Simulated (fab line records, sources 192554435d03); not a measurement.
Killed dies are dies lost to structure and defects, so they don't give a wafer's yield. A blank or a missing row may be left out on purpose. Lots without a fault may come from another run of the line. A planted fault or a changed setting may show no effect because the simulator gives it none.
Which tool did it? | flow n5_finfet | 14 lots, 40 wafers sampled, at 4 steps of a route of 1938

WHAT THE GAUGES READ, wafer by wafer
The record holds no reading of a measuring or inspecting step that can be judged against a usual standard deviation.

WHICH TOOL RAN EACH LOT (tool, then ch and the chambers of the sampled wafers, then the start)
lot  | N5_MOL_CONTACT_COAG_CMP_52    | N5_BEOL_M0_SAQP_HM_DEP_02    | N5_BEOL_M0_SAQP_PECVD_97       | N5_BEOL_M0_SAQP_DEVELOP_13
L177 | cmp-04 ch 0,2,3, day 5 16:23  | pvd_sputter-01, day 6 16:53  | pecvd-04 ch 0,1, day 6 17:05   | litho_track-05 ch 0, day 6 17:38
L178 | cmp-03 ch 1,3, day 6 01:09    | pvd_sputter-01, day 6 16:59  | pecvd-01 ch 0,1, day 6 17:11   | litho_track-04 ch 0, day 6 17:49
L179 | cmp-03 ch 1,2,3, day 6 07:32  | pvd_sputter-01, day 6 17:19  | pecvd-04 ch 0,1,2, day 6 17:31 | litho_track-02 ch 0, day 6 17:57
L182 | cmp-03 ch 0,2,3, day 6 17:52  | pvd_sputter-02, day 6 23:54  | pecvd-01 ch 0,1,2, day 7 00:06 | litho_track-04 ch 0, day 7 00:32
L189 | cmp-03 ch 1,2,3, day 8 18:51  | pvd_sputter-02, day 8 23:02  | pecvd-01 ch 1,2, day 8 23:14   | litho_track-05, day 8 23:48
L190 | cmp-01 ch 0,2, day 9 04:04    | pvd_sputter-02, day 9 08:35  | pecvd-02 ch 0,1,2, day 9 08:47 | litho_track-05, day 9 09:20
L192 | cmp-04 ch 0,1,2, day 9 09:47  | pvd_sputter-03, day 9 16:07  | pecvd-02 ch 0,2, day 9 16:19   | litho_track-05 ch 0, day 9 16:52
L194 | cmp-04 ch 0,1,3, day 9 14:56  | pvd_sputter-02, day 9 19:23  | pecvd-01 ch 0,1, day 9 19:37   | litho_track-05 ch 0, day 9 20:14
L193 | cmp-01 ch 0,2, day 9 18:54    | pvd_sputter-01, day 9 22:54  | pecvd-04 ch 2, day 9 23:05     | litho_track-02 ch 0, day 9 23:39
L195 | cmp-03 ch 0,2,3, day 10 05:23 | pvd_sputter-02, day 10 09:56 | pecvd-02 ch 1,2, day 10 10:08  | litho_track-02 ch 0, day 10 10:42
L196 | cmp-03 ch 1,2,3, day 10 09:40 | pvd_sputter-03, day 10 15:36 | pecvd-04 ch 0,2, day 10 15:50  | litho_track-02 ch 0, day 10 16:27
L197 | cmp-01 ch 0,2,3, day 10 12:07 | pvd_sputter-02, day 10 18:26 | pecvd-04 ch 0,2, day 10 18:40  | litho_track-05 ch 0, day 10 19:09
L198 | cmp-04 ch 2,3, day 10 19:21   | pvd_sputter-03, day 10 23:02 | pecvd-04 ch 0,2, day 10 23:18  | litho_track-04 ch 0, day 10 23:46
L199 | cmp-04 ch 0,2, day 11 03:06   | pvd_sputter-01, day 11 06:58 | pecvd-02 ch 1,2, day 11 07:10  | litho_track-02 ch 0, day 11 07:45
- N5_MOL_CONTACT_COAG_CMP_52: polishes, stops on SiO2, t overpolish 1.5 s, target thk 66.5 nm.
- N5_BEOL_M0_SAQP_HM_DEP_02: deposits TiN, target thk 12 nm.
- N5_BEOL_M0_SAQP_PECVD_97: deposits SiNx from SiH4/NH3/N2, target thk 23 nm, time 19.9 s.
- N5_BEOL_M0_SAQP_DEVELOP_13: develop time 30 s.

WHAT THE TOOLS THEMSELVES READ (means of the sampled wafers that have a number; where no wafer has one, the mark that the record gives instead)
N5_MOL_CONTACT_COAG_CMP_52.
lot  | tool   | motor_current_A (A) | overpolish_run_s (s) | time_to_endpoint_s (s)
L177 | cmp-04 | 12.0                | 1.508                | 9.9
L178 | cmp-03 | 13.3                | 1.504                | 10.4
L179 | cmp-03 | 12.7                | 1.496                | 10.8
L182 | cmp-03 | 11.3                | 1.503                | 9.0
L189 | cmp-03 | 12.9                | 1.500                | 10.1
L190 | cmp-01 | 12.0                | 1.493                | 13.6
L192 | cmp-04 | 11.6                | 1.506                | 13.2
L194 | cmp-04 | 11.8                | 1.505                | 11.5
L193 | cmp-01 | 11.9                | 1.502                | 15.2
L195 | cmp-03 | 11.8                | 1.494                | 11.0
L196 | cmp-03 | 12.9                | 1.494                | 12.9
L197 | cmp-01 | 12.1                | 1.497                | 13.4
L198 | cmp-04 | 12.2                | 1.510                | 10.3
L199 | cmp-04 | 11.7                | 1.502                | 13.8

N5_BEOL_M0_SAQP_HM_DEP_02.
lot  | tool           | throttle_valve_pct (%)
L177 | pvd_sputter-01 | 29.9
L178 | pvd_sputter-01 | 29.7
L179 | pvd_sputter-01 | 30.1
L182 | pvd_sputter-02 | 30.0
L189 | pvd_sputter-02 | 29.8
L190 | pvd_sputter-02 | 29.7
L192 | pvd_sputter-03 | 31.4
L194 | pvd_sputter-02 | 30.0
L193 | pvd_sputter-01 | 30.4
L195 | pvd_sputter-02 | 30.2
L196 | pvd_sputter-03 | 31.6
L197 | pvd_sputter-02 | 29.6
L198 | pvd_sputter-03 | 31.1
L199 | pvd_sputter-01 | 30.2

N5_BEOL_M0_SAQP_PECVD_97.
lot  | tool     | heater_power_w (W) | showerhead_plenum_p_Torr (Torr) | showerhead_vpp_V (V) | throttle_valve_pct (%)
L177 | pecvd-04 | 540                | 5.22                            | 1072                 | 43.6
L178 | pecvd-01 | 504                | 5.11                            | 1042                 | 39.7
L179 | pecvd-04 | 551                | 5.20                            | 1061                 | 41.7
L182 | pecvd-01 | 577                | 5.12                            | 1026                 | 39.2
L189 | pecvd-01 | 644                | 5.17                            | 1038                 | 39.0
L190 | pecvd-02 | 544                | 5.17                            | 1095                 | 38.1
L192 | pecvd-02 | 553                | 5.21                            | 1093                 | 36.9
L194 | pecvd-01 | 557                | 5.16                            | 1038                 | 39.2
L193 | pecvd-04 | 616                | 5.14                            | 1033                 | 39.3
L195 | pecvd-02 | 471                | 5.14                            | 1074                 | 38.5
L196 | pecvd-04 | 538                | 5.19                            | 1048                 | 40.2
L197 | pecvd-04 | 554                | 5.23                            | 1048                 | 40.8
L198 | pecvd-04 | 572                | 5.21                            | 1047                 | 40.6
L199 | pecvd-02 | 519                | 5.13                            | 1083                 | 38.5

N5_BEOL_M0_SAQP_DEVELOP_13.
lot  | tool           | chill_plate_temp_C (C) | developer_temp_C (C)
L177 | litho_track-05 | 23.04                  | 22.95
L178 | litho_track-04 | 22.86                  | 22.99
L179 | litho_track-02 | 23.09                  | 23.06
L182 | litho_track-04 | 23.03                  | 23.00
L189 | litho_track-05 | -                      | -
L190 | litho_track-05 | -                      | -
L192 | litho_track-05 | 23.03                  | 23.06
L194 | litho_track-05 | 23.10                  | 23.01
L193 | litho_track-02 | 23.08                  | 23.08
L195 | litho_track-02 | 22.86                  | 23.18
L196 | litho_track-02 | 22.89                  | 23.15
L197 | litho_track-05 | 23.07                  | 23.24
L198 | litho_track-04 | 22.99                  | 23.00
L199 | litho_track-02 | 23.07                  | 23.03

THE ANSWER, worked out from the rows above alone
Rule: what is usual is taken from the lots themselves. Put in order of their means at a reading, lots are off if they are a third of the lots or fewer, leave a main group of 4 or more, and stand apart from it by a gap of 3 or more times the standard deviation of the main group's means; of several such gaps the widest counts. A main group whose means are all the same, to the digits that the tables above print for the reading, isn't used. A lot without any number at a reading at which 4 lots or more have one is off too. The other lots that the step has rows for count as sound. The gauges are gone through in route order, then the tools' own readings, and for those a lot's mean is taken as printed above. The first step at which some lot is off is used, and at that step the reading that is off furthest; a lot without a number counts as furthest.
Off: L189, L190, at N5_BEOL_M0_SAQP_DEVELOP_13 (chill_plate_temp_C). Without a number there: L189, L190. The main group: mean 23.01 C, standard deviation 0.086.
A tool fits if, at that step or a process step before it, it ran every lot that is off, and no sound lot after the first of them. None of those tried fits.

WHAT THE SIMULATOR HAD PUT IN
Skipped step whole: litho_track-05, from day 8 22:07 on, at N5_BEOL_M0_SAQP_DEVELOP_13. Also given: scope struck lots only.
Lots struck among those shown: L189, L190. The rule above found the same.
